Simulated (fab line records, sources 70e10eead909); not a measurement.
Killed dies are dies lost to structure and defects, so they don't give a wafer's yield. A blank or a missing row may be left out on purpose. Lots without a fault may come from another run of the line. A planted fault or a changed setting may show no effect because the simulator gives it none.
Tool commonality check | flow nand_harc | 2 lots, 6 wafers sampled

WHY IT WAS OPENED
At NHARC_END_SORT_01 the reading killed_at_array is flagged on 2 of 2 lots. Wafers without a fault read 26, standard deviation 11.
Rule: a lot is flagged when every wafer of it that has a number lies more than 4 standard deviations from that mean, or none has a number. The other lots count as sound.

lot  | measured     | on        | killed_at_array, wafer by wafer | flag
L594 | day 20 10:45 | prober-02 | 673 667 672                     | FLAGGED
L596 | day 21 22:19 | prober-01 | 674 673 674                     | FLAGGED
The numbers of the flagged lots are 672 on average: +646 against the usual, or +59 standard deviations.

WHICH TOOL RAN EACH LOT
The record holds 2 process steps before the reading, out of a route of 1159 steps. In each cell: the tool, then ch and the chambers that the sampled wafers went through, then the start.
lot  | flag    | NHARC_A_CHANNEL_HOLE_D1_ETCH_16  | NHARC_A_CHANNEL_HOLE_D1_STRIP_27
L594 | FLAGGED | rie_diel-10 ch 2,3, day 9 08:47  | rie_diel-08 ch 2,3, day 20 10:45 or earlier
L596 | FLAGGED | rie_diel-08 ch 1,2, day 10 00:22 | rie_diel-01 ch 0,1, day 21 22:19 or earlier
What these steps do:
- NHARC_A_CHANNEL_HOLE_D1_ETCH_16: etches the open film in O2/COS, target depth 3100 nm, time 806 s.
- NHARC_A_CHANNEL_HOLE_D1_STRIP_27: strips in O2.
- NHARC_END_SORT_01

FLAGGED OVER TOTAL, TOOL BY TOOL (the gauges that took the reading come last)
step                             | tool        | lots run | flagged | share of the flagged lots | sound lots run after its first flagged lot
NHARC_A_CHANNEL_HOLE_D1_ETCH_16  | rie_diel-08 | 1        | 1       | some                      | 0
NHARC_A_CHANNEL_HOLE_D1_ETCH_16  | rie_diel-10 | 1        | 1       | some                      | 0
NHARC_A_CHANNEL_HOLE_D1_STRIP_27 | rie_diel-01 | 1        | 1       | some                      | 0
NHARC_A_CHANNEL_HOLE_D1_STRIP_27 | rie_diel-08 | 1        | 1       | some                      | 0
NHARC_END_SORT_01                | prober-01   | 1        | 1       | some                      | 0
NHARC_END_SORT_01                | prober-02   | 1        | 1       | some                      | 0
NHARC_A_CHANNEL_HOLE_D1_STRIP_27 gives no start for some lots, so the hours and the order of its lots are those of NHARC_END_SORT_01.

WHAT THE TABLE ALLOWS
No row of the table ran every flagged lot.

WHAT THE SIMULATOR HAD PUT IN
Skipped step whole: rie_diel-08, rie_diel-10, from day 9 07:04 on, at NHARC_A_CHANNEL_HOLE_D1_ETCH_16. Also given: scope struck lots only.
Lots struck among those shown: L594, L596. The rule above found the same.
